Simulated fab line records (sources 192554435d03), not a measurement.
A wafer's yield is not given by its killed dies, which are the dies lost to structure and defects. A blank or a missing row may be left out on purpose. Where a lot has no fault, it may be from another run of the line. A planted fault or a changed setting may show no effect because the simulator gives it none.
fab line records	flow n5-finfet	part 1 of 2: steps 1 to 4 of 6
record lots=21	wafers=63	last-day=20
route steps=1938 shown SD_EPI_N@278 SDB@357 DUMMY_REMOVAL@377 HKMG_FIN@401
lots that met no fault: from a run of the same line without faults
start-h: hours from the record's opening day to when the first of the lot's shown wafers began	wait-h: hours since the lot's step before	" as in the row above	L1.1+2: a row that stands for several wafers	- no value, or no start given	* or withheld: withheld	< > ~ a bound
route shown NAME@n: NAME is a module with steps in the file, n the number in the route of the first one	usual: mean/standard deviation taken from wafers without a fault	same: alike in all rows	chamber/n: place in a boat	sites: per-site readings	_std_site: standard deviation across them	_edge_site: mean of outer sites minus mean of inner sites	radius-mm: for every site, how far away it sits from the centre of the wafer	mask NAME#n: copy n	behind: the most recent tool/chamber to have shaped the wafer	hold: reason for holding the lot/hours on hold/outcome of the hold	device: transistor that didn't switch, given as n, p or np	end of line: the route-end tests of the same wafers	step lacking rows: just its recipe	killed: dies lost to structure and defects at the first sort, not the wafer's yield	map: per-die view of a wafer (x killed, . not killed, _ where there is no die)
set.NAME: the setting the step ran with; set.NAME@STEP: the setting that earlier step ran with	model.NAME: the simulator's own value behind a step, which no gauge read
a sample of lots followed through the steps of the route, with each step as a table and each wafer as a row
services: from which hour (start-h, from the record's first day; less than 0 if before it) a tool's chamber was out of use, for how many hours, and why
## steps
# step N5_SD_EPI_N_ETCH_45
# recipe chemistry=CH3F/O2	target=SiOCN	target-depth-a=60	mask-material=SOC	ion-energy-ev=60	bias-w=29	pressure-mtorr=15	source-w=410	Ar_flow_sccm=150	CH3F_flow_sccm=30	O2_flow_sccm=20
# usual drypump-motor-current-A=5.9/0.47	oes-product-au=0.78/0.078	rf-fwd-power-W=408.3/1.5	rf-vpp-V=127.5/0.93	showerhead-plenum-p-Torr=2.02/0.051	throttle-valve-pct=23.43/0.15
lot.wafer	tool	chamber	start-h	wait-h	drypump-motor-current-A	oes-product-au	rf-fwd-power-W	rf-hours-counter-h	rf-vpp-V	showerhead-plenum-p-Torr	throttle-valve-pct
L075.2	rie-diel-04	2	57.68	0.1	5.5	0.75	409.6	138	127.4	2.00	23.60
L075.3	"	1	"	"	6.2	0.71	405.3	218	127.1	1.97	23.48
L075.6	"	3	"	"	5.5	0.68	411.6	-	129.0	2.05	23.49
L076.1	rie-diel-04	2	62.54	0.1	5.5	0.75	409.9	140	128.2	2.00	23.61
L076.2	"	3	"	"	5.5	0.67	406.5	237	126.3	2.05	23.51
L076.4	"	0	"	"	6.2	0.70	407.4	-	127.2	2.06	23.38
L077.2	rie-diel-05	3	68.18	0.1	6.0	0.85	409.1	56	127.3	1.94	23.45
L077.5	"	2	"	"	6.1	0.75	409.1	-	128.5	2.07	23.55
L077.6	"	1	"	"	6.6	0.81	408.1	-	128.0	2.01	23.14
L078.1	rie-diel-01	2	73.89	0.1	5.0	0.72	409.0	206	128.7	2.06	23.21
L078.4	"	1	"	"	5.6	0.80	410.0	130	128.5	2.00	23.48
L078.6	"	0	"	"	6.5	0.94	410.1	-	126.4	1.96	23.23
L079.1	rie-diel-05	3	82.61	0.1	6.0	0.86	409.7	61	128.0	1.94	23.48
L079.3	"	0	"	"	5.7	0.86	408.6	43	129.4	2.12	23.42
L079.5	"	1	"	"	6.6	0.80	409.3	-	127.7	2.01	23.13
L080.1	rie-diel-01	3	87.42	0.1	5.2	0.81	406.6	92	127.7	2.01	23.60
L080.3	"	2	"	"	5.0	0.72	407.7	211	127.5	2.06	23.20
L080.5	"	1	"	"	5.6	0.79	406.7	-	127.1	2.00	23.46
L081.2	rie-diel-01	0	91.82	0.1	6.5	0.92	408.7	20	126.4	1.96	23.23
L081.5	"	1	"	"	5.6	0.79	407.1	-	126.8	2.00	23.46
L081.6	"	2	"	"	5.0	0.71	406.9	-	128.2	2.06	23.21
L082.2	rie-diel-01	1	97.87	0.1	5.7	0.78	408.0	139	127.1	2.00	23.49
L082.3	"	2	"	"	5.0	0.72	408.9	214	127.5	2.06	23.21
L082.5	"	0	"	"	6.5	0.92	408.3	-	128.3	1.96	23.24
L083.3	rie-diel-05	0	103.57	0.1	5.7	0.85	408.0	50	128.6	2.12	23.43
L083.4	"	1	"	"	6.6	0.80	410.6	119	127.1	2.01	23.16
L083.5	"	2	"	"	6.0	0.74	408.2	-	128.9	2.06	23.57
L084.2	rie-diel-05	2	108.87	0.1	6.0	0.74	408.9	180	128.7	2.06	23.54
L084.4	"	0	"	"	5.7	0.85	407.7	52	127.6	2.12	23.44
L084.5	"	1	"	"	6.7	0.80	409.4	-	128.2	2.01	23.17
L085.2	rie-diel-04	1	114.51	0.1	6.2	0.68	407.7	233	126.8	1.97	23.48
L085.3	"	2	"	"	5.6	0.71	408.7	157	127.6	2.00	23.62
L085.4	"	0	"	"	6.2	0.68	408.2	-	128.2	2.05	23.43
L086.2	rie-diel-05	1	121.50	0.1	6.6	0.79	408.5	126	127.0	2.00	23.18
L086.3	"	0	"	"	5.7	0.84	406.1	57	127.9	2.11	23.45
L086.4	"	3	"	"	6.0	0.84	407.4	75	125.8	1.94	23.48
L087.1	rie-diel-04	2	127.30	0.1	5.5	0.71	410.1	162	127.7	2.00	23.63
L087.4	"	1	"	"	6.2	0.68	404.1	-	128.4	1.96	23.50
L087.6	"	0	"	"	6.2	0.68	406.8	-	127.3	2.05	23.43
L088.1	rie-diel-04	0	133.09	0.1	6.2	0.69	409.7	239	127.7	2.05	23.42
L088.2	"	2	"	"	5.5	0.71	406.2	164	126.9	2.00	23.63
L088.4	"	1	"	"	6.3	0.68	406.6	240	128.2	1.96	23.50
L090.2	rie-diel-04	3	145.66	0.1	5.5	0.97	409.0	7	128.2	2.05	23.25
L090.3	"	0	"	"	6.2	0.68	408.8	245	128.6	2.05	23.42
L090.6	"	2	"	"	5.6	0.71	409.3	-	128.0	1.99	23.68
L091.1	rie-diel-01	2	150.40	0.1	5.0	0.70	408.6	234	127.2	2.05	23.23
L091.3	"	3	"	"	5.2	0.78	408.0	117	127.7	2.00	23.64
L091.6	"	0	"	"	6.5	0.88	407.2	-	125.7	1.95	23.27
L092.1	rie-diel-05	0	156.71	0.1	5.7	0.83	404.6	65	128.9	2.11	23.46
L092.2	"	1	"	"	6.6	0.79	411.2	135	128.4	2.00	23.18
L092.6	"	0	"	"	5.7	0.83	406.4	-	127.2	2.11	23.43
L094.1	rie-diel-05	0	174.44	0.1	5.7	0.83	405.0	70	129.3	2.11	23.46
L094.2	"	2	"	"	6.0	0.73	409.8	192	126.6	2.06	23.56
L094.3	"	3	"	"	6.0	0.82	407.9	88	126.7	1.93	23.49
L095.4	rie-diel-05	2	179.83	0.1	6.0	0.73	410.6	-	128.6	2.06	23.58
L095.5	"	0	"	"	5.7	0.81	410.4	-	129.2	2.11	23.46
L095.6	"	3	"	"	5.9	0.81	411.8	-	127.4	1.93	23.51
L096.2	rie-diel-01	2	185.12	0.1	5.0	0.70	407.5	246	127.4	2.05	23.26
L096.3	"	1	"	"	5.7	0.76	410.2	171	128.9	1.99	23.51
L096.6	"	0	"	"	6.5	0.86	406.9	-	129.2	1.95	23.28
L097.1	rie-diel-05	3	186.24	0.1	5.9	0.82	408.3	93	127.1	1.93	23.53
L097.2	"	0	"	"	5.7	0.81	407.5	76	128.8	2.11	23.46
L097.5	"	1	"	"	6.6	0.79	408.3	-	127.8	2.00	23.19
# step N5_SDB_OVL_MEAS_12
# recipe points-per-wafer=44
# usual SDB_OVL=-0.1/0.71
lot.wafer	tool	chamber	start-h	wait-h	SDB_OVL[nm]
L075.2	overlay-02	0	73.63	0.0	0.1
L075.3	"	0	"	"	0.0
L075.6	"	0	"	"	0.9
L076.1	overlay-02	0	79.49	0.0	-0.5
L076.2	"	0	"	"	-0.1
L076.4	"	0	"	"	-1.1
L077.2	overlay-02	0	85.08	0.0	0.1
L077.5	"	0	"	"	-1.0
L077.6	"	0	"	"	-0.6
L078.1	overlay-01	0	90.69	0.0	-0.1
L078.4	"	0	"	"	0.5
L078.6	"	0	"	"	0.2
L079.1	overlay-01	0	97.80	0.0	0.2
L079.3	"	0	"	"	-0.2
L079.5	"	0	"	"	-1.1
L080.1	overlay-02	0	103.87	0.0	1.2
L080.3	"	0	"	"	0.7
L080.5	"	0	"	"	1.4
L081.2	overlay-01	0	108.43	0.0	-0.1
L081.5	"	0	"	"	-0.1
L081.6	"	0	"	"	0.5
L082.2	overlay-01	0	114.77	0.0	-0.9
L082.3	"	0	"	"	0.4
L082.5	"	0	"	"	-0.5
L083.3	overlay-01	0	118.91	0.0	0.9
L083.4	"	0	"	"	-0.5
L083.5	"	0	"	"	-1.3
L084.2	overlay-01	0	125.85	0.0	-0.6
L084.4	"	0	"	"	-0.9
L084.5	"	0	"	"	-0.1
L085.2	overlay-01	0	131.72	0.0	0.3
L085.3	"	0	"	"	-0.3
L085.4	"	0	"	"	-1.0
L086.2	overlay-02	0	137.80	0.0	0.2
L086.3	"	0	"	"	-0.2
L086.4	"	0	"	"	-1.3
L087.1	overlay-01	0	143.43	0.0	-0.2
L087.4	"	0	"	"	-0.3
L087.6	"	0	"	"	0.5
L088.1	overlay-01	0	149.44	0.0	-0.5
L088.2	"	0	"	"	-1.2
L088.4	"	0	"	"	-0.3
L090.2	overlay-02	0	160.90	0.0	-0.9
L090.3	"	0	"	"	-0.3
L090.6	"	0	"	"	-0.6
L091.1	overlay-02	0	169.27	0.0	-1.4
L091.3	"	0	"	"	0.7
L091.6	"	0	"	"	0.2
L092.1	overlay-01	0	172.71	0.0	0.2
L092.2	"	0	"	"	0.8
L092.6	"	0	"	"	0.6
L094.1	overlay-01	0	191.58	0.0	-0.4
L094.2	"	0	"	"	-0.4
L094.3	"	0	"	"	0.3
L095.4	overlay-02	0	197.35	0.0	-0.5
L095.5	"	0	"	"	-0.7
L095.6	"	0	"	"	-1.3
L096.2	overlay-02	0	209.26	0.0	0.1
L096.3	"	0	"	"	1.3
L096.6	"	0	"	"	-0.3
L097.1	overlay-01	0	210.14	0.0	-1.4
L097.2	"	0	"	"	-1.3
L097.5	"	0	"	"	-1.1
# step N5_DUMMY_REMOVAL_HM_STRIP_01
# recipe chemistry=CH3F/O2	material=SiNx	target-depth-a=40	stop-on=poly-Si	time-s=6.8	over-etch-frac=0.3	ion-energy-ev=60	power-w=410	bias-w=29	Ar_flow_sccm=150	CH3F_flow_sccm=30	O2_flow_sccm=20
# usual drypump-motor-current-A=5.6/0.43	oes-product-au=0.64/0.077	rf-vpp-V=127.5/1	showerhead-plenum-p-Torr=2.00/0.073	throttle-valve-pct=16.40/0.23
lot.wafer	tool	chamber	start-h	wait-h	drypump-motor-current-A	oes-product-au	rf-hours-counter-h	rf-vpp-V	showerhead-plenum-p-Torr	throttle-valve-pct
L075.2	rie-diel-06	2	78.32	0.0	6.4	0.62	140	126.4	1.93	16.15
L075.3	"	3	"	"	5.4	0.58	176	126.9	2.00	16.61
L075.6	"	1	"	"	5.6	0.58	-	128.1	2.07	16.65
L076.1	rie-diel-02	2	83.44	0.0	6.0	0.62	133	128.6	2.10	16.35
L076.2	"	3	"	"	5.8	0.66	60	126.1	1.95	16.58
L076.4	"	0	"	"	5.6	0.55	247	126.9	1.97	16.58
L077.2	rie-diel-02	2	89.25	0.1	6.0	0.62	135	127.7	2.09	16.38
L077.5	"	3	"	"	5.8	0.67	-	127.8	1.95	16.59
L077.6	"	2	"	"	6.1	0.62	-	129.3	2.09	16.39
L078.1	rie-diel-03	2	94.63	0.0	5.3	0.58	210	128.3	1.90	16.51
L078.4	"	3	"	"	5.5	0.55	-	127.2	1.88	16.48
L078.6	"	0	"	"	4.7	0.73	-	126.1	1.97	16.07
L079.1	rie-diel-06	3	101.81	0.0	5.4	0.58	181	126.9	2.00	16.62
L079.3	"	2	"	"	6.5	0.61	145	126.2	1.92	16.17
L079.5	"	0	"	"	5.2	0.55	-	127.0	1.98	16.51
L080.1	rie-diel-02	2	107.81	0.0	6.0	0.62	141	128.5	2.09	16.38
L080.3	"	3	"	"	5.8	0.66	69	126.6	1.94	16.59
L080.5	"	1	"	"	6.4	0.80	-	128.6	2.06	16.03
L081.2	rie-diel-06	3	112.42	0.0	5.5	0.58	183	128.4	2.00	16.60
L081.5	"	3	"	"	5.4	0.58	-	128.7	2.00	16.63
L081.6	"	0	"	"	5.2	0.55	-	126.7	1.98	16.52
L082.2	rie-diel-06	1	118.94	0.0	5.6	0.59	193	128.7	2.07	16.69
L082.3	"	2	"	"	6.4	0.61	148	126.9	1.92	16.17
L082.5	"	2	"	"	6.4	0.62	-	127.8	1.92	16.16
L083.3	rie-diel-02	3	123.55	0.0	5.8	0.65	74	126.4	1.94	16.61
L083.4	"	0	"	"	5.6	0.80	2	126.8	1.97	16.14
L083.5	"	3	"	"	5.8	0.66	-	128.4	1.94	16.61
L084.2	rie-diel-06	3	129.79	0.0	5.4	0.57	190	126.7	2.00	16.63
L084.4	"	1	"	"	5.6	0.59	-	127.9	2.07	16.69
L084.5	"	1	"	"	5.6	0.59	-	127.9	2.07	16.67
L085.2	rie-diel-03	0	136.54	0.2	4.8	0.71	29	126.5	1.97	16.09
L085.3	"	1	"	"	6.1	0.59	207	127.9	2.07	16.44
L085.4	"	2	"	"	5.3	0.58	225	126.1	1.89	16.54
L086.2	rie-diel-02	1	142.63	0.0	6.3	0.76	13	129.0	2.05	16.03
L086.3	"	2	"	"	6.0	0.61	152	127.9	2.09	16.40
L086.4	"	0	"	"	5.6	0.78	8	127.3	1.97	16.14
L087.1	rie-diel-02	2	147.68	0.0	6.0	0.62	154	127.9	2.09	16.42
L087.4	"	3	"	"	5.8	0.64	81	128.4	1.94	16.62
L087.6	"	2	"	"	6.0	0.61	-	128.3	2.09	16.42
L088.1	rie-diel-03	0	154.51	0.1	4.7	0.70	34	126.9	1.97	16.11
L088.2	"	3	"	"	5.5	0.77	6	128.2	2.13	16.05
L088.4	"	1	"	"	6.0	0.58	212	128.4	2.07	16.46
L090.2	rie-diel-03	3	165.24	0.2	5.5	0.77	10	128.8	2.13	16.02
L090.3	"	1	"	"	6.0	0.59	215	128.3	2.06	16.47
L090.6	"	0	"	"	4.7	0.69	-	127.2	1.96	16.14
L091.1	rie-diel-06	1	173.30	0.0	5.6	0.58	211	129.7	2.06	16.71
L091.3	"	0	"	"	5.2	0.76	9	127.7	1.97	16.12
L091.6	"	1	"	"	5.6	0.57	-	127.9	2.06	16.71
L092.1	rie-diel-03	3	176.86	0.0	5.5	0.76	13	128.3	2.12	16.03
L092.2	"	1	"	"	6.0	0.59	217	126.4	2.06	16.46
L092.6	"	2	"	"	5.3	0.58	-	126.2	1.89	16.55
L094.1	rie-diel-03	2	202.95	0.0	5.3	0.58	243	127.5	1.88	16.59
L094.2	"	0	"	"	4.7	0.68	47	127.5	1.96	16.13
L094.3	"	1	"	"	6.1	0.57	224	128.4	2.06	16.47
L095.4	rie-diel-02	2	203.19	0.0	6.0	0.59	169	128.1	2.08	16.44
L095.5	"	1	"	"	6.3	0.72	-	128.2	2.05	16.06
L095.6	"	2	"	"	6.0	0.60	-	128.2	2.08	16.44
L096.2	rie-diel-06	2	213.20	0.0	6.4	0.61	169	125.4	1.92	16.20
L096.3	"	0	"	"	5.2	0.76	18	126.1	1.97	16.14
L096.6	"	3	"	"	5.4	0.56	-	126.5	1.99	16.67
L097.1	rie-diel-03	1	214.76	0.0	6.0	0.58	228	127.8	2.06	16.49
L097.2	"	3	"	"	5.5	0.75	22	128.5	2.12	16.05
L097.5	"	1	"	"	6.0	0.58	-	127.4	2.06	16.48
# step N5_HKMG_FIN_DESCUM_53
# recipe chemistry=O2	time-s=7.9	source-power-w=50	bias-power-w=20	pressure-mtorr=20	rf-frequency-hz=2.712e+07	temp-c=40	resist=CAR-ArF	o2-flow-sccm=225
# usual drypump-motor-current-A=5.8/0.48	oes-product-au=0.78/0.085	rf-fwd-power-W=49.39/0.27	rf-vpp-V=243.5/1.2	showerhead-plenum-p-Torr=2.11/0.05	throttle-valve-pct=20.51/0.18
lot.wafer	tool	chamber	start-h	wait-h	drypump-motor-current-A	oes-product-au	rf-fwd-power-W	rf-hours-counter-h	rf-vpp-V	showerhead-plenum-p-Torr	throttle-valve-pct
L075.2	rie-diel-04	3	80.15	0.0	5.5	0.67	49.57	245	244.3	2.14	20.55
L075.3	"	0	"	"	6.2	0.69	49.35	222	245.0	2.15	20.51
L075.6	"	1	"	"	6.2	0.69	48.86	-	242.3	2.06	20.52
L076.1	rie-diel-01	0	84.96	0.1	6.5	0.93	49.75	18	242.2	2.05	20.26
L076.2	"	2	"	"	5.0	0.72	49.25	210	245.0	2.16	20.32
L076.4	"	1	"	"	5.6	0.80	49.65	134	243.4	2.11	20.63
L077.2	rie-diel-05	2	90.84	0.0	6.1	0.75	49.87	174	244.3	2.18	20.74
L077.5	"	1	"	"	6.6	0.80	49.39	-	244.8	2.11	20.25
L077.6	"	0	"	"	5.7	0.85	48.86	-	244.7	2.22	20.47
L078.1	rie-diel-01	1	96.31	0.0	5.6	0.79	49.73	138	243.1	2.11	20.63
L078.4	"	3	"	"	5.2	0.80	49.13	96	243.1	2.11	20.66
L078.6	"	3	"	"	5.2	0.80	49.15	-	244.3	2.11	20.66
L079.1	rie-diel-04	1	103.40	0.0	6.3	0.70	48.74	229	243.5	2.06	20.55
L079.3	"	0	"	"	6.2	0.69	49.77	228	245.9	2.15	20.52
L079.5	"	1	"	"	6.2	0.70	48.75	-	243.5	2.06	20.55
L080.1	rie-diel-01	2	109.41	0.0	5.0	0.71	49.46	218	242.6	2.16	20.33
L080.3	"	3	"	"	5.2	0.79	49.38	101	242.9	2.11	20.67
L080.5	"	1	"	"	5.7	0.80	49.45	-	243.6	2.11	20.65
L081.2	rie-diel-01	0	114.01	0.0	6.5	0.91	49.35	28	241.3	2.05	20.28
L081.5	"	1	"	"	5.6	0.78	49.82	-	242.4	2.11	20.65
L081.6	"	2	"	"	5.0	0.71	48.94	-	243.3	2.16	20.34
L082.2	rie-diel-01	3	120.53	0.0	5.2	0.79	49.25	105	244.6	2.10	20.69
L082.3	"	2	"	"	5.0	0.70	49.26	223	243.7	2.16	20.37
L082.5	"	2	"	"	5.0	0.70	49.58	-	244.4	2.16	20.37
L083.3	rie-diel-05	0	125.28	0.0	5.7	0.84	49.00	59	245.1	2.21	20.49
L083.4	"	2	"	"	6.1	0.74	49.80	186	242.2	2.17	20.74
L083.5	"	3	"	"	6.0	0.83	49.54	-	243.9	2.03	20.58
L084.2	rie-diel-05	1	131.47	0.0	6.6	0.79	49.64	129	243.6	2.10	20.26
L084.4	"	0	"	"	5.7	0.84	48.95	60	244.3	2.21	20.50
L084.5	"	1	"	"	6.6	0.80	49.64	-	243.2	2.10	20.26
L085.2	rie-diel-04	1	138.36	0.3	6.2	0.69	48.96	242	243.7	2.05	20.56
L085.3	"	3	"	"	5.5	0.98	49.53	3	245.3	2.14	20.21
L085.4	"	2	"	"	5.6	0.72	49.76	167	242.9	2.08	20.66
L086.2	rie-diel-04	2	144.37	0.1	5.5	0.72	49.70	169	244.2	2.08	20.68
L086.3	"	0	"	"	6.2	0.68	49.75	244	244.0	2.15	20.55
L086.4	"	1	"	"	6.2	0.68	48.93	245	241.0	2.05	20.57
L087.1	rie-diel-05	0	149.57	0.3	5.7	0.84	49.08	61	246.6	2.21	20.47
L087.4	"	0	"	"	5.7	0.84	49.10	-	244.9	2.21	20.49
L087.6	"	1	"	"	6.6	0.79	49.56	-	243.6	2.10	20.26
L088.1	rie-diel-04	0	156.12	0.0	6.2	0.67	49.67	249	243.1	2.14	20.54
L088.2	"	2	"	"	5.5	0.72	49.60	174	242.7	2.08	20.68
L088.4	"	1	"	"	6.2	0.67	48.92	251	243.5	2.05	20.58
L090.2	rie-diel-05	0	166.82	0.0	5.7	0.83	49.15	68	244.7	2.21	20.51
L090.3	"	1	"	"	6.6	0.78	49.42	137	243.8	2.10	20.28
L090.6	"	0	"	"	5.7	0.83	48.90	-	244.9	2.21	20.50
L091.1	rie-diel-04	1	175.00	0.1	6.2	0.67	48.98	257	245.0	2.05	20.57
L091.3	"	2	"	"	5.5	0.71	49.48	179	241.8	2.08	20.69
L091.6	"	2	"	"	5.6	0.72	49.39	-	242.4	2.08	20.68
L092.1	rie-diel-04	3	178.32	0.0	5.5	0.93	49.58	19	245.1	2.13	20.26
L092.2	"	2	"	"	5.6	0.71	49.82	181	242.2	2.08	20.71
L092.6	"	2	"	"	5.6	0.72	49.75	-	244.0	2.08	20.69
L094.1	rie-diel-05	1	204.66	0.1	6.6	0.77	49.54	145	244.6	2.10	20.29
L094.2	"	0	"	"	5.7	0.80	48.81	81	245.8	2.21	20.51
L094.3	"	3	"	"	6.0	0.80	48.99	98	242.3	2.02	20.62
L095.4	rie-diel-01	1	204.82	0.1	5.6	0.75	49.59	-	244.2	2.10	20.70
L095.5	"	3	"	"	5.2	0.75	49.35	-	241.7	2.09	20.71
L095.6	"	0	"	"	6.5	0.86	49.20	-	242.1	2.04	20.32
L096.2	rie-diel-04	2	215.52	0.9	5.5	0.70	49.57	195	244.1	2.07	20.71
L096.3	"	3	"	"	5.5	0.90	49.29	33	243.3	2.13	20.26
L096.6	"	2	"	"	5.5	0.70	49.57	-	243.4	2.07	20.71
L097.1	rie-diel-01	1	216.33	0.1	5.7	0.74	49.61	181	244.4	2.09	20.70
L097.2	"	0	"	"	6.5	0.85	49.64	65	241.7	2.04	20.33
L097.5	"	0	"	"	6.5	0.85	49.53	-	242.4	2.04	20.34
